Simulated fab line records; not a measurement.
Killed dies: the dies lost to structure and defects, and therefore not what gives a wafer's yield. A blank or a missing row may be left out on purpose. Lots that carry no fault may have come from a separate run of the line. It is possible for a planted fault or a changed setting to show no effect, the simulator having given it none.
8D (eight disciplines) problem report, filled in by code | flow nand-harc | the parts of the form that need people (team, actions taken, sign-off) are left out

== 1. THE PROBLEM ==
Mean of oes-product-au at NHARC_P_M1_ETCH_35: 0.813 a.u. across 2 wafers in 2 lots; on wafers with no fault it is 0.998 a.u. (standard deviation 0.014). Measured from the usual mean, that is -13 standard deviations.
The step: etches the open film in N2/H2, target depth 40 nm, overetch 12 nm, time 43.94 s.
First observed at day 9 15:35: wafer L786.2, on rie-diel-13. The record has a number at this step for 42 wafers belonging to 14 lots. The rule behind "out" and "out of limits": a value lying over 4 standard deviations away from the usual mean. The rest of the wafers with a number are treated as sound.

== 2. WHAT IT IS AND WHAT IT IS NOT ==
question                    | is               | is not
which readings at this step | oes-product-au   | bias-w, drypump-motor-current-A, rf-vpp-V, showerhead-plenum-p-Torr, throttle-valve-pct
which lots                  | L786, L789       | L774, L776, L778, L779, L780, L790, L791, L792, L794, L795, L796, L797
which wafers of those lots  | L786.2, L789.2   | L786.1, L786.3, L789.3, L789.6
read on which tools         | rie-diel-13      | rie-diel-04, rie-diel-08
when                        | from day 9 15:35 | up to then (17 sound wafers); but 23 sound wafers of L789, L790, L791, L792, L794, L795, L796, L797 came after

== 3. WHAT RULES OUT EACH SUSPECT ==
Counting: a tool at a process step up to the reading stays a suspect if it ran every lot that is out. Sound lots after the first of them don't rule it out here, since some wafers of a struck lot are sound.
- rie-diel-13 at NHARC_P_M1_ETCH_35 (etches the open film in N2/H2, target depth 40 nm, overetch 12 nm, time 43.94 s): kept. Ran every lot that is out, first one L786 (day 9 15:35); last sound lot up to then L780 (day 7 17:37). On those wafers its own readings are out: oes-product-au.
Remaining after the count: rie-diel-13 at NHARC_P_M1_ETCH_35.

== 4. THE CAUSE (what the simulator had put in) ==
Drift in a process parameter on rie-diel-13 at NHARC_P_M1_ETCH_35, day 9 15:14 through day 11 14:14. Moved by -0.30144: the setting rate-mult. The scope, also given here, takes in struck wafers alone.
Counting left only this tool.

== 5. SEQUENCE OF EFFECTS, ordered by route ==
Each row: a reading where the mean over the struck wafers with a number is more than 3 standard deviations away from the usual. Scope: only readings with a usual standard deviation given in the record; hours: median across lots of the time from each lot's start at the first step in this table that gives one to its start at this step; sigmas: change in usual standard deviations.
hours | step               | reading        | usual      | on struck wafers | change | sigmas
0     | NHARC_P_M1_ETCH_35 | oes-product-au | 0.998 a.u. | 0.813            | -0.185 | -13
Its process steps:
- NHARC_P_M1_ETCH_35: etches the open film in N2/H2, target depth 40 nm, overetch 12 nm, time 43.94 s.

== 6. HOW IT WOULD HAVE BEEN CAUGHT EARLIER ==
0 hours passed between the start of the fault at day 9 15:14 and the first reading out of limits in this record, taken at day 9 15:35.
